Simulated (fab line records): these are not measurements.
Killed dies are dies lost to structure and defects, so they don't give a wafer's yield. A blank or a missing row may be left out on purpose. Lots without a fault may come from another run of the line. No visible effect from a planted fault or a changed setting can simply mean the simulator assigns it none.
Which tool was responsible? / flow n5-finfet / Sampling: 12 lots, 34 wafers, 4 of 1938 route steps

== WHAT EACH GAUGE READ, for each wafer ==
N5_BEOL_M5_INSPECT_13: inspects for defects (brightfield). Usual: raw-defect-count 438, standard deviation 120.
lot=L654; measured=day 8 12:05; on=defect-inspect-01; raw-defect-count=342 454 430; flag=
lot=L655; measured=day 8 12:08; on=defect-inspect-02; raw-defect-count=348 440 377; flag=
lot=L658; measured=day 9 11:28; on=defect-inspect-02; raw-defect-count=251 287; flag=
lot=L661; measured=day 9 14:40; on=defect-inspect-01; raw-defect-count=435 593 375; flag=
lot=L659; measured=day 9 14:49; on=defect-inspect-02; raw-defect-count=441 383 510; flag=
lot=L664; measured=day 10 16:59; on=defect-inspect-01; raw-defect-count=472 484 559; flag=
lot=L663; measured=day 10 17:13; on=defect-inspect-01; raw-defect-count=477 678 514; flag=
lot=L665; measured=day 10 19:17; on=defect-inspect-01; raw-defect-count=263 558 467; flag=
lot=L669; measured=day 11 16:45; on=defect-inspect-01; raw-defect-count=407 495 369; flag=
lot=L675; measured=day 13 07:14; on=defect-inspect-02; raw-defect-count=301 365 305; flag=
lot=L676; measured=day 13 14:11; on=defect-inspect-02; raw-defect-count=336 344 225; flag=
lot=L677; measured=day 13 14:15; on=defect-inspect-02; raw-defect-count=307 354; flag=

== EACH LOT AND THE TOOL THAT RAN IT (in order: tool; ch and the chambers of the sampled wafers; start) ==
lot=L654; N5_BEOL_M4_ANNEAL_91=pvd-sputter-02, day 8 07:33; N5_BEOL_M4_SPUTTER_96=pvd-sputter-02, day 8 08:08; N5_BEOL_M5_EXPOSE_08=euv-scanner-02 ch 0, day 8 11:53
lot=L655; N5_BEOL_M4_ANNEAL_91=pvd-sputter-03, day 8 07:53; N5_BEOL_M4_SPUTTER_96=pvd-sputter-03, day 8 08:28; N5_BEOL_M5_EXPOSE_08=euv-scanner-02 ch 0, day 8 11:55
lot=L658; N5_BEOL_M4_ANNEAL_91=pvd-sputter-01, day 9 06:30; N5_BEOL_M4_SPUTTER_96=pvd-sputter-01, day 9 07:05; N5_BEOL_M5_EXPOSE_08=euv-scanner-02 ch 0, day 9 11:14
lot=L661; N5_BEOL_M4_ANNEAL_91=pvd-sputter-01, day 9 09:40; N5_BEOL_M4_SPUTTER_96=pvd-sputter-01, day 9 10:14; N5_BEOL_M5_EXPOSE_08=euv-scanner-01 ch 0, day 9 14:27
lot=L659; N5_BEOL_M4_ANNEAL_91=pvd-sputter-03, day 9 09:43; N5_BEOL_M4_SPUTTER_96=pvd-sputter-03, day 9 10:18; N5_BEOL_M5_EXPOSE_08=euv-scanner-02 ch 0, day 9 14:37
lot=L664; N5_BEOL_M4_ANNEAL_91=pvd-sputter-03, day 10 12:52; N5_BEOL_M4_SPUTTER_96=pvd-sputter-03, day 10 13:26; N5_BEOL_M5_EXPOSE_08=euv-scanner-02 ch 0, day 10 16:47
lot=L663; N5_BEOL_M4_ANNEAL_91=pvd-sputter-01, day 10 13:09; N5_BEOL_M4_SPUTTER_96=pvd-sputter-01, day 10 13:44; N5_BEOL_M5_EXPOSE_08=euv-scanner-01 ch 0, day 10 17:00
lot=L665; N5_BEOL_M4_ANNEAL_91=pvd-sputter-02, day 10 14:55; N5_BEOL_M4_SPUTTER_96=pvd-sputter-02, day 10 15:30; N5_BEOL_M5_EXPOSE_08=euv-scanner-02 ch 0, day 10 19:05
lot=L669; N5_BEOL_M4_ANNEAL_91=pvd-sputter-02, day 11 11:35; N5_BEOL_M4_SPUTTER_96=pvd-sputter-02, day 11 12:10; N5_BEOL_M5_EXPOSE_08=euv-scanner-02 ch 0, day 11 16:33
lot=L675; N5_BEOL_M4_ANNEAL_91=pvd-sputter-02, day 13 01:31; N5_BEOL_M4_SPUTTER_96=pvd-sputter-02, day 13 02:05; N5_BEOL_M5_EXPOSE_08=euv-scanner-01 ch 0, day 13 07:01
lot=L676; N5_BEOL_M4_ANNEAL_91=pvd-sputter-03, day 13 08:50; N5_BEOL_M4_SPUTTER_96=pvd-sputter-03, day 13 09:25; N5_BEOL_M5_EXPOSE_08=euv-scanner-01 ch 0, day 13 13:58
lot=L677; N5_BEOL_M4_ANNEAL_91=pvd-sputter-02, day 13 09:17; N5_BEOL_M4_SPUTTER_96=pvd-sputter-02, day 13 09:50; N5_BEOL_M5_EXPOSE_08=euv-scanner-01 ch 0, day 13 14:04
- N5_BEOL_M4_ANNEAL_91: time 240 s.
- N5_BEOL_M4_SPUTTER_96: material Cu, target thk 4.5 nm, time 8.29 s.
- N5_BEOL_M5_EXPOSE_08: exposes mask M5, target cd 28 nm.

== AS READ BY THE TOOLS THEMSELVES (means over the sampled wafers that have a number; for cases with no such wafer, the mark the record gives instead) ==
N5_BEOL_M4_ANNEAL_91. Usual: heater-power-w 855 W, standard deviation 130; susceptor_temp_C_max 400.9, standard deviation 0.38.
lot=L654; tool=pvd-sputter-02; heater-power-w (W)=817; susceptor_temp_C_max=400.9; flag=
lot=L655; tool=pvd-sputter-03; heater-power-w (W)=865; susceptor_temp_C_max=401.0; flag=
lot=L658; tool=pvd-sputter-01; heater-power-w (W)=802; susceptor_temp_C_max=400.6; flag=
lot=L661; tool=pvd-sputter-01; heater-power-w (W)=802; susceptor_temp_C_max=401.4; flag=
lot=L659; tool=pvd-sputter-03; heater-power-w (W)=812; susceptor_temp_C_max=400.5; flag=
lot=L664; tool=pvd-sputter-03; heater-power-w (W)=856; susceptor_temp_C_max=401.0; flag=
lot=L663; tool=pvd-sputter-01; heater-power-w (W)=824; susceptor_temp_C_max=400.8; flag=
lot=L665; tool=pvd-sputter-02; heater-power-w (W)=1019; susceptor_temp_C_max=400.6; flag=
lot=L669; tool=pvd-sputter-02; heater-power-w (W)=989; susceptor_temp_C_max=400.9; flag=
lot=L675; tool=pvd-sputter-02; heater-power-w (W)=784; susceptor_temp_C_max=400.6; flag=
lot=L676; tool=pvd-sputter-03; heater-power-w (W)=862; susceptor_temp_C_max=400.5; flag=
lot=L677; tool=pvd-sputter-02; heater-power-w (W)=678; susceptor_temp_C_max=400.8; flag=

N5_BEOL_M4_SPUTTER_96. Usual: throttle-valve-pct 30.6 %, standard deviation 1.3.
lot=L654; tool=pvd-sputter-02; throttle-valve-pct (%)=31.7; flag=
lot=L655; tool=pvd-sputter-03; throttle-valve-pct (%)=30.0; flag=
lot=L658; tool=pvd-sputter-01; throttle-valve-pct (%)=30.6; flag=
lot=L661; tool=pvd-sputter-01; throttle-valve-pct (%)=29.7; flag=
lot=L659; tool=pvd-sputter-03; throttle-valve-pct (%)=31.2; flag=
lot=L664; tool=pvd-sputter-03; throttle-valve-pct (%)=29.9; flag=
lot=L663; tool=pvd-sputter-01; throttle-valve-pct (%)=29.8; flag=
lot=L665; tool=pvd-sputter-02; throttle-valve-pct (%)=30.9; flag=
lot=L669; tool=pvd-sputter-02; throttle-valve-pct (%)=30.9; flag=
lot=L675; tool=pvd-sputter-02; throttle-valve-pct (%)=31.8; flag=
lot=L676; tool=pvd-sputter-03; throttle-valve-pct (%)=29.8; flag=
lot=L677; tool=pvd-sputter-02; throttle-valve-pct (%)=32.2; flag=

N5_BEOL_M5_EXPOSE_08. Usual: exposure-dose-mJ-cm2 35.70, standard deviation 0.056; focus-offset-nm 0.0 nm, standard deviation 0.53.
lot=L654; tool=euv-scanner-02; exposure-dose-mJ-cm2=35.59; focus-offset-nm (nm)=-0.1; flag=
lot=L655; tool=euv-scanner-02; exposure-dose-mJ-cm2=35.64; focus-offset-nm (nm)=-0.6; flag=
lot=L658; tool=euv-scanner-02; exposure-dose-mJ-cm2=35.66; focus-offset-nm (nm)=0.2; flag=
lot=L661; tool=euv-scanner-01; exposure-dose-mJ-cm2=35.72; focus-offset-nm (nm)=-0.3; flag=
lot=L659; tool=euv-scanner-02; exposure-dose-mJ-cm2=35.66; focus-offset-nm (nm)=0.4; flag=
lot=L664; tool=euv-scanner-02; exposure-dose-mJ-cm2=35.67; focus-offset-nm (nm)=-0.2; flag=
lot=L663; tool=euv-scanner-01; exposure-dose-mJ-cm2=35.73; focus-offset-nm (nm)=-0.1; flag=
lot=L665; tool=euv-scanner-02; exposure-dose-mJ-cm2=34.90; focus-offset-nm (nm)=-0.4; flag=OFF
lot=L669; tool=euv-scanner-02; exposure-dose-mJ-cm2=35.06; focus-offset-nm (nm)=-0.6; flag=OFF
lot=L675; tool=euv-scanner-01; exposure-dose-mJ-cm2=35.73; focus-offset-nm (nm)=0.6; flag=
lot=L676; tool=euv-scanner-01; exposure-dose-mJ-cm2=35.72; focus-offset-nm (nm)=0.2; flag=
lot=L677; tool=euv-scanner-01; exposure-dose-mJ-cm2=35.78; focus-offset-nm (nm)=0.4; flag=

== THE ANSWER, worked out from the rows above alone ==
Rule: a lot is off if the mean of its wafers that have a number lies more than 3 standard deviations from the usual mean. Also off: a lot with no number at a reading for which 4 or more lots have one. The other lots that the step has rows for count as sound. After the gauges, taken in route order, come the tools' own readings; for these a lot's mean is taken, as printed above. At the first step where some lot is off, the reading lying furthest off is the one used; lots without a number count as furthest.
Off at N5_BEOL_M5_EXPOSE_08 (exposure-dose-mJ-cm2): L665, L669.
If a tool, at that step or one of the process steps before it, ran each lot that is off and ran no sound lot following the first of them, it fits. One fits: N5_BEOL_M5_EXPOSE_08 on euv-scanner-02. A fault onset in the window from L664 (day 10 16:47, its last sound lot) to L665 (day 10 19:05, its first lot off) fits.
On the lots that are off, the tool's own readings at N5_BEOL_M5_EXPOSE_08 differ by more than 5 times the standard deviation of the sound lots' means, which bears it out; exposure-dose-mJ-cm2 reads 34.98 there versus 35.69 on the sound lots.

== WHAT WAS PUT IN BY THE SIMULATOR ==
Process parameter drift: euv-scanner-02, from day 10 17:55 on, at N5_BEOL_M5_EXPOSE_08. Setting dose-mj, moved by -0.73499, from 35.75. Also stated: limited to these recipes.
Lots struck among those shown: L665, L669. The same result came from the rule above.
